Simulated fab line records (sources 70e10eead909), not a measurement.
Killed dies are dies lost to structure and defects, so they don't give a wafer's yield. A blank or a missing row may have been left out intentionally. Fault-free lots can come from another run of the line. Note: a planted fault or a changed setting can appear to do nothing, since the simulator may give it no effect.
Chamber matching	flow nand-harc	NHARC_A_BONDPAD_ETCH_34 on rie-diel-04: 4 sister chambers
The step etches the open film in N2/H2, target depth 60 nm, overetch 18 nm, time 65.91 s. 8 wafers are shown with their chamber, then 11 later ones without.

== WAFERS PAIRED WITH THEIR CHAMBERS ==
wafer	chamber	drypump-motor-current-A (A)	rf-vpp-V (V)
L944.3	2	5.4	427.2
L944.4	0	6.3	427.4
L943.5	0	6.3	427.1
L943.6	1	5.6	430.9
L947.2	1	5.6	431.4
L947.5	3	6.0	428.2
L947.6	2	5.5	426.0
L954.3	3	6.0	429.1

== WAFERS WHOSE CHAMBER IS MISSING ==
wafer	drypump-motor-current-A (A)	rf-vpp-V (V)
L954.5	6.3	427.8
L954.6	5.6	428.7
L955.2	5.5	426.9
L955.3	6.0	430.4
L955.4	5.6	429.2
L957.3	5.6	430.1
L957.4	5.4	426.4
L957.5	6.0	429.5
L956.3	5.6	430.7
L956.4	5.5	427.8
L956.6	5.6	429.2

== CHAMBER TAKEN BY EACH ==
wafer	from the rows above	in truth
L954.5	0	0
L954.6	can't be placed: 1 or 2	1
L955.2	2	2
L955.3	3	3
L955.4	1	1
L957.3	1	1
L957.4	2	2
L957.5	3	3
L956.3	1	1
L956.4	2	2
L956.6	1	1
Placed correctly: 10 of 11. From these rows, 1 cannot be placed; in 1 the true chamber is one of the candidates. Wrongly placed: 0.
How it was worked out, from the rows above alone: a wafer's distance from a chamber is the root of the sum, over the readings, of the square of ((its reading less the chamber's mean) divided by the reading's scatter). If the next closest chamber is less than 2 further off than the closest, the wafer can't be placed; otherwise it belongs to the closest. Each chamber's mean is taken over the wafers shown for it. The scatter: take each reading less its chamber's mean, square it, sum over the shown wafers, divide by the number of wafers less the number of chambers, and take the root.
